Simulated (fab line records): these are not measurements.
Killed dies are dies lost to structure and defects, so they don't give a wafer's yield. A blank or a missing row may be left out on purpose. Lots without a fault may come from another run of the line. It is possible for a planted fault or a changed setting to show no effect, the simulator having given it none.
fab line records + flow n5-finfet
record
- lots=14
- wafers=42
- last-day=17
route steps=1938 shown BEOL_M0_SAQP@695 BEOL_M0_CUTY@706
lots untouched by any fault: they come from a run of this same line in which no faults occurred
start-h: hours from the record's first day to the start of the lot's first wafer shown + wait-h: hours from the lot's prior step to this one + " same as the row above + L1.1+2: several wafers, shown together as one row + - value missing, or start not given + * or withheld: withheld + < > ~ a bound
route shown NAME@n: a module of which the file shows steps, and the number in the route of the first + usual: mean/standard deviation of fault-free wafers + same: alike in all rows + chamber/n: place in a boat + sites: the reading at each site + _std_site: standard deviation across them + _edge_site: outer sites' mean less inner sites' + radius-mm: how far each site lies from the wafer's centre + mask NAME#n: copy n + behind: the last tool/chamber to shape the wafer + hold: reason for holding the lot/hours on hold/outcome of the hold + device: whichever transistor did not switch (one of n, p or np) + end of line: tests of these same wafers at the route's end + a step without rows: its recipe alone + killed: the dies lost at the first sort to structure and to defects; this is not the yield of the wafer + map: shows each die of a wafer: x if killed, . if not, _ if none is there
set.NAME: the setting as run; set.NAME@STEP: as run at that earlier step + model.NAME: the simulator's own value behind a step, which no gauge read
steps of the route over a sample of lots; a table a step, a row a wafer
services: when a tool's chamber went out of use (start-h, in hours from the record's first day, below 0 if earlier), for how many hours, and the reason
## steps
# step N5_BEOL_M0_SAQP_CUT_ETCH_46
# recipe
- chemistry=N2/H2
- target=SOC
- target-depth-a=1350
- overetch-a=270
- temp-c=40
- time-s=202.5
- ion-energy-ev=200
- mask-material=SiARC
- pressure-mtorr=30
- source-w=840
- bias-w=150
- n2-flow-sccm=200
- h2-flow-sccm=200
# usual
- bias-w=150.0/0.44
- drypump-motor-current-A=5.9/0.48
- rf-vpp-V=523.5/2.5
- showerhead-plenum-p-Torr=2.53/0.087
- throttle-valve-pct=17.79/0.11
| lot.wafer | tool        | chamber | start-h | wait-h | bias-w | drypump-motor-current-A | rf-hours-counter-h | rf-vpp-V | showerhead-plenum-p-Torr | throttle-valve-pct |
|-----------|-------------|---------|---------|--------|--------|-------------------------|--------------------|----------|--------------------------|--------------------|
| L656.1    | rie-diel-03 | 2       | 111.75  | 0.0    | 150.6  | 5.3                     | 175                | 524.6    | 2.54                     | 17.74              |
| L656.2    | "           | 3       | "       | "      | 149.6  | 5.3                     | 152                | 520.0    | 2.42                     | 17.86              |
| L656.3    | "           | 1       | "       | "      | 150.5  | 6.5                     | 161                | 523.9    | 2.53                     | 17.79              |
| L657.1    | rie-diel-02 | 0       | 116.14  | 0.0    | 149.9  | 5.1                     | 81                 | 527.8    | 2.67                     | 17.65              |
| L657.3    | "           | 3       | "       | "      | 149.7  | 6.6                     | 234                | 525.0    | 2.61                     | 17.91              |
| L657.5    | "           | 2       | "       | "      | 149.9  | 6.2                     | -                  | 521.8    | 2.54                     | 17.63              |
| L658.1    | rie-diel-03 | 3       | 127.00  | 0.0    | 150.2  | 5.3                     | 158                | 521.3    | 2.42                     | 17.84              |
| L658.4    | "           | 1       | "       | "      | 149.5  | 6.4                     | 167                | 523.9    | 2.53                     | 17.79              |
| L658.5    | "           | 2       | "       | "      | 149.5  | 5.3                     | -                  | 525.3    | 2.54                     | 17.77              |
| L663.1    | rie-diel-02 | 1       | 152.31  | 0.0    | 149.8  | 6.2                     | 139                | 521.3    | 2.44                     | 17.70              |
| L663.3    | "           | 3       | "       | "      | 149.8  | 6.7                     | 244                | 525.1    | 2.61                     | 17.94              |
| L663.5    | "           | 3       | "       | "      | 149.9  | 6.7                     | -                  | 524.7    | 2.61                     | 17.93              |
| L662.2    | rie-diel-02 | 0       | 154.91  | 0.0    | 149.3  | 5.1                     | 92                 | 529.5    | 2.67                     | 17.65              |
| L662.3    | "           | 1       | "       | "      | 149.6  | 6.2                     | 140                | 521.2    | 2.44                     | 17.68              |
| L662.6    | "           | 1       | "       | "      | 149.3  | 6.2                     | -                  | 522.2    | 2.44                     | 17.71              |
| L664.2    | rie-diel-03 | 1       | 164.83  | 0.0    | 150.8  | 6.5                     | 177                | 523.7    | 2.53                     | 17.81              |
| L664.3    | "           | 0       | "       | "      | 150.2  | 5.9                     | 232                | 520.7    | 2.40                     | 17.93              |
| L664.5    | "           | 2       | "       | "      | 149.8  | 5.3                     | -                  | 523.8    | 2.53                     | 17.78              |
| L665.2    | rie-diel-04 | 0       | 166.24  | 0.0    | 150.6  | 6.4                     | 208                | 521.1    | 2.40                     | 17.99              |
| L665.3    | "           | 2       | "       | "      | 149.4  | 5.4                     | 147                | 524.7    | 2.54                     | 17.74              |
| L665.6    | "           | 2       | "       | "      | 149.9  | 5.4                     | -                  | 524.0    | 2.54                     | 17.73              |
| L666.1    | rie-diel-03 | 3       | 177.51  | 0.0    | 150.4  | 5.3                     | 173                | 521.5    | 2.41                     | 17.88              |
| L666.5    | "           | 2       | "       | "      | 150.0  | 5.3                     | -                  | 522.3    | 2.53                     | 17.78              |
| L666.6    | "           | 1       | "       | "      | 150.8  | 6.5                     | -                  | 523.8    | 2.52                     | 17.81              |
| L668.1    | rie-diel-03 | 3       | 189.34  | 0.0    | 149.6  | 5.3                     | 176                | 519.4    | 2.41                     | 17.89              |
| L668.3    | "           | 2       | "       | "      | 150.4  | 5.3                     | 196                | 524.3    | 2.53                     | 17.79              |
| L668.4    | "           | 0       | "       | "      | 149.8  | 5.9                     | 238                | 519.2    | 2.40                     | 17.95              |
| L671.1    | rie-diel-02 | 3       | 206.09  | 0.0    | 149.6  | 6.6                     | 4                  | 525.2    | 2.60                     | 17.54              |
| L671.2    | "           | 1       | "       | "      | 149.7  | 6.1                     | 155                | 521.0    | 2.44                     | 17.73              |
| L671.3    | "           | 0       | "       | "      | 150.1  | 5.1                     | 108                | 526.4    | 2.66                     | 17.68              |
| L672.1    | rie-diel-04 | 3       | 211.53  | 0.0    | 150.0  | 5.9                     | 186                | 525.0    | 2.63                     | 17.65              |
| L672.5    | "           | 1       | "       | "      | 149.9  | 6.0                     | -                  | 526.8    | 2.64                     | 17.90              |
| L672.6    | "           | 2       | "       | "      | 149.7  | 5.4                     | -                  | 523.8    | 2.53                     | 17.79              |
| L676.2    | rie-diel-03 | 2       | 231.35  | 0.0    | 149.9  | 5.3                     | 210                | 523.2    | 2.52                     | 17.81              |
| L676.5    | "           | 3       | "       | "      | 150.1  | 5.3                     | -                  | 519.7    | 2.41                     | 17.89              |
| L676.6    | "           | 2       | "       | "      | 149.5  | 5.3                     | -                  | 522.5    | 2.53                     | 17.82              |
| L678.4    | rie-diel-03 | 1       | 244.83  | 0.1    | 150.7  | 6.5                     | -                  | 523.6    | 2.51                     | 17.87              |
| L678.5    | "           | 3       | "       | "      | 149.6  | 5.3                     | -                  | 521.2    | 2.40                     | 17.92              |
| L678.6    | "           | 2       | "       | "      | 149.6  | 5.3                     | -                  | 524.1    | 2.52                     | 17.82              |
| L679.1    | rie-diel-02 | 1       | 253.32  | 0.0    | 150.2  | 6.1                     | 169                | 519.7    | 2.43                     | 17.77              |
| L679.2    | "           | 0       | "       | "      | 150.0  | 5.1                     | 124                | 526.1    | 2.65                     | 17.73              |
| L679.6    | "           | 2       | "       | "      | 149.7  | 6.1                     | -                  | 523.4    | 2.53                     | 17.71              |
# step N5_BEOL_M0_SAQP_STRIP_75
# recipe
- chemistry=CF4
- resist=SiARC
- power-w=300
- bias-power-w=75
- pressure-mtorr=50
- cf4-flow-sccm=150
- rf-frequency-hz=6e+07
# usual
- bias-power-w=74.98/0.22
- cf4-flow-sccm=150.0/0.49
- drypump-motor-current-A=5.8/0.5
- oes-product-au=0.168/0.0069
- rf-vpp-V=270.8/1.5
- showerhead-plenum-p-Torr=1.77/0.056
- throttle-valve-pct=13.65/0.12
| lot.wafer | tool        | chamber | start-h | wait-h | bias-power-w | cf4-flow-sccm | drypump-motor-current-A | oes-product-au | rf-hours-counter-h | rf-vpp-V | showerhead-plenum-p-Torr | throttle-valve-pct |
|-----------|-------------|---------|---------|--------|--------------|---------------|-------------------------|----------------|--------------------|----------|--------------------------|--------------------|
| L656.1    | rie-diel-02 | 2       | 112.76  | 0.1    | 75.33        | 150.7         | 6.1                     | 0.172          | 143                | 273.7    | 1.81                     | 13.56              |
| L656.2    | "           | 0       | "       | "      | 75.31        | 150.0         | 5.1                     | 0.193          | 80                 | 273.8    | 1.89                     | 13.46              |
| L656.3    | "           | 3       | "       | "      | 74.99        | 149.6         | 6.6                     | 0.157          | 234                | 271.6    | 1.84                     | 13.80              |
| L657.1    | rie-diel-03 | 2       | 116.97  | 0.1    | 74.93        | 149.4         | 5.3                     | 0.175          | 177                | 272.2    | 1.79                     | 13.47              |
| L657.3    | "           | 1       | "       | "      | 75.09        | 150.5         | 6.4                     | 0.164          | 163                | 270.9    | 1.78                     | 13.66              |
| L657.5    | "           | 0       | "       | "      | 74.89        | 149.7         | 5.9                     | 0.165          | -                  | 270.0    | 1.70                     | 13.75              |
| L658.1    | rie-diel-04 | 1       | 127.83  | 0.1    | 75.30        | 150.4         | 6.0                     | 0.171          | 144                | 273.9    | 1.87                     | 13.61              |
| L658.4    | "           | 1       | "       | "      | 75.33        | 150.4         | 6.0                     | 0.177          | -                  | 271.2    | 1.87                     | 13.62              |
| L658.5    | "           | 3       | "       | "      | 75.38        | 150.3         | 5.9                     | 0.168          | -                  | 271.9    | 1.85                     | 13.55              |
| L663.1    | rie-diel-03 | 0       | 153.32  | 0.1    | 75.28        | 150.1         | 5.9                     | 0.165          | 229                | 267.6    | 1.70                     | 13.77              |
| L663.3    | "           | 3       | "       | "      | 75.52        | 150.4         | 5.3                     | 0.171          | 166                | 270.1    | 1.70                     | 13.68              |
| L663.5    | "           | 1       | "       | "      | 75.08        | 150.3         | 6.5                     | 0.165          | -                  | 271.6    | 1.78                     | 13.69              |
| L662.2    | rie-diel-03 | 1       | 155.73  | 0.1    | 75.08        | 150.6         | 6.5                     | 0.160          | 175                | 271.2    | 1.78                     | 13.69              |
| L662.3    | "           | 0       | "       | "      | 75.19        | 150.6         | 5.9                     | 0.163          | 230                | 268.6    | 1.70                     | 13.75              |
| L662.6    | "           | 1       | "       | "      | 74.94        | 150.4         | 6.5                     | 0.171          | -                  | 271.0    | 1.78                     | 13.68              |
| L664.2    | rie-diel-04 | 2       | 166.00  | 0.1    | 74.91        | 149.5         | 5.4                     | 0.179          | 147                | 272.0    | 1.79                     | 13.63              |
| L664.3    | "           | 0       | "       | "      | 74.93        | 150.3         | 6.3                     | 0.167          | 208                | 270.1    | 1.72                     | 13.98              |
| L664.5    | "           | 3       | "       | "      | 74.92        | 149.8         | 5.9                     | 0.164          | -                  | 272.9    | 1.85                     | 13.57              |
| L665.2    | rie-diel-02 | 3       | 167.07  | 0.1    | 75.28        | 149.9         | 6.6                     | 0.153          | 247                | 272.2    | 1.84                     | 13.86              |
| L665.3    | "           | 0       | "       | "      | 75.42        | 149.6         | 5.1                     | 0.190          | 96                 | 274.0    | 1.88                     | 13.48              |
| L665.6    | "           | 2       | "       | "      | 75.34        | 150.4         | 6.1                     | 0.171          | -                  | 270.6    | 1.81                     | 13.57              |
| L666.1    | rie-diel-03 | 0       | 179.23  | 0.1    | 74.96        | 149.7         | 5.9                     | 0.159          | 236                | 269.3    | 1.70                     | 13.78              |
| L666.5    | "           | 2       | "       | "      | 75.22        | 150.1         | 5.3                     | 0.174          | -                  | 271.3    | 1.79                     | 13.51              |
| L666.6    | "           | 1       | "       | "      | 75.17        | 149.8         | 6.5                     | 0.166          | -                  | 269.9    | 1.78                     | 13.70              |
| L668.1    | rie-diel-04 | 0       | 190.64  | 0.1    | 74.87        | 150.5         | 6.3                     | 0.162          | 215                | 268.3    | 1.71                     | 14.02              |
| L668.3    | "           | 3       | "       | "      | 74.81        | 149.7         | 6.0                     | 0.156          | 180                | 271.5    | 1.85                     | 13.59              |
| L668.4    | "           | 1       | "       | "      | 74.98        | 149.9         | 6.0                     | 0.164          | 163                | 271.5    | 1.86                     | 13.68              |
| L671.1    | rie-diel-04 | 2       | 206.91  | 0.1    | 74.91        | 150.8         | 5.4                     | 0.171          | 158                | 271.0    | 1.79                     | 13.67              |
| L671.2    | "           | 0       | "       | "      | 74.88        | 149.7         | 6.3                     | 0.165          | 220                | 269.5    | 1.71                     | 14.01              |
| L671.3    | "           | 1       | "       | "      | 75.07        | 150.5         | 6.0                     | 0.162          | 167                | 273.7    | 1.86                     | 13.67              |
| L672.1    | rie-diel-02 | 2       | 212.36  | 0.1    | 74.86        | 149.5         | 6.2                     | 0.177          | 171                | 271.7    | 1.81                     | 13.64              |
| L672.5    | "           | 2       | "       | "      | 74.89        | 149.1         | 6.1                     | 0.170          | -                  | 270.3    | 1.80                     | 13.64              |
| L672.6    | "           | 0       | "       | "      | 74.93        | 149.4         | 5.1                     | 0.182          | -                  | 271.7    | 1.88                     | 13.51              |
| L676.2    | rie-diel-03 | 3       | 232.18  | 0.1    | 74.89        | 150.5         | 5.3                     | 0.170          | 188                | 269.3    | 1.70                     | 13.73              |
| L676.5    | "           | 3       | "       | "      | 74.69        | 150.3         | 5.3                     | 0.163          | -                  | 267.0    | 1.70                     | 13.72              |
| L676.6    | "           | 2       | "       | "      | 74.91        | 150.0         | 5.3                     | 0.164          | -                  | 272.9    | 1.79                     | 13.53              |
| L678.4    | rie-diel-03 | 2       | 246.14  | 0.0    | 74.86        | 150.0         | 5.3                     | 0.160          | -                  | 270.8    | 1.78                     | 13.55              |
| L678.5    | "           | 1       | "       | "      | 75.30        | 150.7         | 6.5                     | 0.162          | -                  | 272.3    | 1.77                     | 13.76              |
| L678.6    | "           | 3       | "       | "      | 74.94        | 149.9         | 5.3                     | 0.166          | -                  | 269.2    | 1.70                     | 13.75              |
| L679.1    | rie-diel-02 | 0       | 254.33  | 0.1    | 75.43        | 149.6         | 5.1                     | 0.185          | 124                | 273.9    | 1.87                     | 13.56              |
| L679.2    | "           | 2       | "       | "      | 75.21        | 150.6         | 6.1                     | 0.167          | 183                | 272.3    | 1.80                     | 13.67              |
| L679.6    | "           | 1       | "       | "      | 75.05        | 149.6         | 6.2                     | 0.173          | -                  | 268.8    | 1.72                     | 13.57              |
# step N5_BEOL_M0_CUTY_PEB_55
# recipe
- peb-temp-c=110
- peb-time-s=60
- resist=CAR-ArF-block
# usual
- chill-plate-temp-C=22.98/0.11
- exhaust-pa=45.2/0.88
| lot.wafer | tool           | chamber | start-h | wait-h | chill-plate-temp-C | exhaust-pa |
|-----------|----------------|---------|---------|--------|--------------------|------------|
| L656.1    | litho-track-05 | 0       | 112.96  | 0.1    | 22.92              | 45.5       |
| L656.2    | "              | 0       | "       | "      | 22.94              | 45.9       |
| L656.3    | "              | 0       | "       | "      | 23.01              | 45.7       |
| L657.1    | litho-track-03 | 0       | 117.17  | 0.1    | 22.86              | 46.9       |
| L657.3    | "              | 0       | "       | "      | 22.89              | 45.1       |
| L657.5    | "              | 0       | "       | "      | 22.87              | 46.5       |
| L658.1    | litho-track-03 | 0       | 128.15  | 0.1    | 23.10              | 44.7       |
| L658.4    | "              | 0       | "       | "      | 22.94              | 45.7       |
| L658.5    | "              | 0       | "       | "      | 23.13              | 44.0       |
| L663.1    | litho-track-03 | 0       | 153.65  | 0.1    | 22.87              | 44.7       |
| L663.3    | "              | 0       | "       | "      | 22.97              | 44.8       |
| L663.5    | "              | 0       | "       | "      | 22.97              | 45.8       |
| L662.2    | litho-track-05 | 0       | 156.06  | 0.0    | 23.01              | 45.3       |
| L662.3    | "              | 0       | "       | "      | 23.07              | 43.8       |
| L662.6    | "              | 0       | "       | "      | 23.10              | 43.7       |
| L664.2    | litho-track-05 | 0       | 166.21  | 0.0    | 23.07              | 45.2       |
| L664.3    | "              | 0       | "       | "      | 22.93              | 45.2       |
| L664.5    | "              | 0       | "       | "      | 22.88              | 45.6       |
| L665.2    | litho-track-05 | 0       | 167.39  | 0.0    | 22.97              | 45.4       |
| L665.3    | "              | 0       | "       | "      | 23.05              | 45.6       |
| L665.6    | "              | 0       | "       | "      | 23.04              | 45.2       |
| L666.1    | litho-track-05 | 0       | 179.43  | 0.1    | 23.10              | 45.8       |
| L666.5    | "              | 0       | "       | "      | 23.08              | 45.6       |
| L666.6    | "              | 0       | "       | "      | 23.02              | 45.5       |
| L668.1    | litho-track-02 | 0       | 190.96  | 0.1    | 23.07              | 44.2       |
| L668.3    | "              | 0       | "       | "      | 23.08              | 44.7       |
| L668.4    | "              | 0       | "       | "      | 22.97              | 44.7       |
| L671.1    | litho-track-03 | -       | 207.11  | 0.1    | -                  | -          |
| L671.2    | "              | -       | "       | "      | -                  | -          |
| L671.3    | "              | -       | "       | "      | -                  | -          |
| L672.1    | litho-track-02 | -       | 212.56  | 0.1    | -                  | -          |
| L672.5    | "              | -       | "       | "      | -                  | -          |
| L672.6    | "              | -       | "       | "      | -                  | -          |
| L676.2    | litho-track-02 | 0       | 232.38  | 0.0    | 23.20              | 46.3       |
| L676.5    | "              | 0       | "       | "      | 23.08              | 44.1       |
| L676.6    | "              | 0       | "       | "      | 23.09              | 44.8       |
| L678.4    | litho-track-03 | 0       | 246.46  | 0.0    | 23.03              | 44.6       |
| L678.5    | "              | 0       | "       | "      | 23.11              | 46.2       |
| L678.6    | "              | 0       | "       | "      | 23.12              | 45.9       |
| L679.1    | litho-track-03 | 0       | 254.66  | 0.1    | 22.76              | 45.8       |
| L679.2    | "              | 0       | "       | "      | 23.02              | 46.5       |
| L679.6    | "              | 0       | "       | "      | 22.92              | 45.3       |
# step N5_BEOL_M0_CUTY_CD_MEAS_57
# recipe
- target-cd-nm=200
- landing-energy-ev=500
- detector=se-inlens
- polarity=line
# usual
- cd-nm=200.2/0.91
# same
- landing-energy-ev=500
| lot.wafer | tool      | chamber | start-h | wait-h | cd-nm |
|-----------|-----------|---------|---------|--------|-------|
| L656.1    | cd-sem-03 | 0       | 113.03  | -      | 202.2 |
| L656.2    | "         | 0       | "       | "      | 201.6 |
| L656.3    | "         | 0       | "       | "      | 202.2 |
| L657.1    | cd-sem-02 | 0       | 117.24  | -      | 200.8 |
| L657.3    | "         | 0       | "       | "      | 200.9 |
| L657.5    | "         | 0       | "       | "      | 200.1 |
| L658.1    | cd-sem-03 | 0       | 128.22  | -      | 198.0 |
| L658.4    | "         | 0       | "       | "      | 198.6 |
| L658.5    | "         | 0       | "       | "      | 199.4 |
| L663.1    | cd-sem-02 | 0       | 153.72  | -      | 199.6 |
| L663.3    | "         | 0       | "       | "      | 200.8 |
| L663.5    | "         | 0       | "       | "      | 200.7 |
| L662.2    | cd-sem-01 | 0       | 156.13  | -      | 199.5 |
| L662.3    | "         | 0       | "       | "      | 201.3 |
| L662.6    | "         | 0       | "       | "      | 200.8 |
| L664.2    | cd-sem-03 | 0       | 166.28  | -      | 199.6 |
| L664.3    | "         | 0       | "       | "      | 198.2 |
| L664.5    | "         | 0       | "       | "      | 199.5 |
| L665.2    | cd-sem-02 | 0       | 167.46  | -      | 199.6 |
| L665.3    | "         | 0       | "       | "      | 200.8 |
| L665.6    | "         | 0       | "       | "      | 199.4 |
| L666.1    | cd-sem-03 | 0       | 179.49  | -      | 199.6 |
| L666.5    | "         | 0       | "       | "      | 199.5 |
| L666.6    | "         | 0       | "       | "      | 199.8 |
| L668.1    | cd-sem-03 | 0       | 191.03  | -      | 200.6 |
| L668.3    | "         | 0       | "       | "      | 199.8 |
| L668.4    | "         | 0       | "       | "      | 201.0 |
| L671.1    | cd-sem-02 | 0       | 207.18  | -      | -     |
| L671.2    | "         | 0       | "       | "      | -     |
| L671.3    | "         | 0       | "       | "      | -     |
| L672.1    | cd-sem-03 | 0       | 212.63  | -      | -     |
| L672.5    | "         | 0       | "       | "      | -     |
| L672.6    | "         | 0       | "       | "      | -     |
| L676.2    | cd-sem-03 | 0       | 232.44  | -      | 198.7 |
| L676.5    | "         | 0       | "       | "      | 199.5 |
| L676.6    | "         | 0       | "       | "      | 199.2 |
| L678.4    | cd-sem-03 | 0       | 246.53  | -      | 200.7 |
| L678.5    | "         | 0       | "       | "      | 201.2 |
| L678.6    | "         | 0       | "       | "      | 200.0 |
| L679.1    | cd-sem-01 | 0       | 254.72  | -      | 202.2 |
| L679.2    | "         | 0       | "       | "      | 200.9 |
| L679.6    | "         | 0       | "       | "      | 200.3 |
## services
| tool           | chamber | start-h | hours | kind                          |
|----------------|---------|---------|-------|-------------------------------|
| rie-diel-02    | -       | 104.66  | 0.8   | repair                        |
| rie-diel-04    | -       | 117.44  | 2.2   | repair                        |
| rie-diel-03    | 2       | 119.39  | 6.6   | repair                        |
| rie-diel-02    | -       | 126.83  | 2.8   | pm                            |
| rie-diel-02    | 3       | 178.90  | -     | clean                         |
| rie-diel-02    | 3       | 178.90  | -     | consumable-replace:focus-ring |
| rie-diel-02    | 3       | 178.90  | 12.8  | scheduled-down                |
| rie-diel-02    | 3       | 178.90  | 12.8  | vent-cycle                    |
| rie-diel-02    | 3       | 210.65  | 2.9   | repair                        |
| litho-track-03 | -       | 218.19  | -     | consumable-replace:filter     |
| rie-diel-03    | 0       | 225.48  | -     | clean                         |
| rie-diel-03    | 0       | 225.48  | -     | consumable-replace:focus-ring |
| rie-diel-03    | 0       | 225.48  | -     | consumable-replace:showerhead |
| rie-diel-03    | 0       | 225.48  | 21.1  | scheduled-down                |
| rie-diel-03    | 0       | 225.48  | 21.1  | vent-cycle                    |
| rie-diel-04    | 2       | 248.97  | 8.5   | repair                        |
| rie-diel-02    | 3       | 249.69  | 7.0   | repair                        |
## key
first-sign
- step=N5_BEOL_M0_CUTY_PEB_55
- reading=tool-record
- direction=missing
effect none on later readings
met-at N5_BEOL_M0_CUTY_PEB_55
struck-lots L671,L672
later-rows-left-out L671.1,L671.2,L671.3,L672.1,L672.5,L672.6
sort-left-out L671.1,L671.2,L671.3,L672.1,L672.5,L672.6
not-acting-at N5_BEOL_M0_SAQP_CUT_ETCH_46,N5_BEOL_M0_SAQP_STRIP_75,N5_BEOL_M0_CUTY_CD_MEAS_57
onset-between 190.96 207.11
fault
- kind=skipped-step-whole
- tool=litho-track-02,litho-track-03
- chamber=-
- onset-h=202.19
- steps=N5_BEOL_M0_CUTY_PEB_55
- scope=struck-lots-only
# sort-left-out: the simulated sort isn't trusted on such a fault, so these wafers' sort isn't shown, and their yield isn't known
# later-rows-left-out: the simulator's readings of these wafers behind a module that went badly wrong aren't trusted and aren't shown, but for the sort
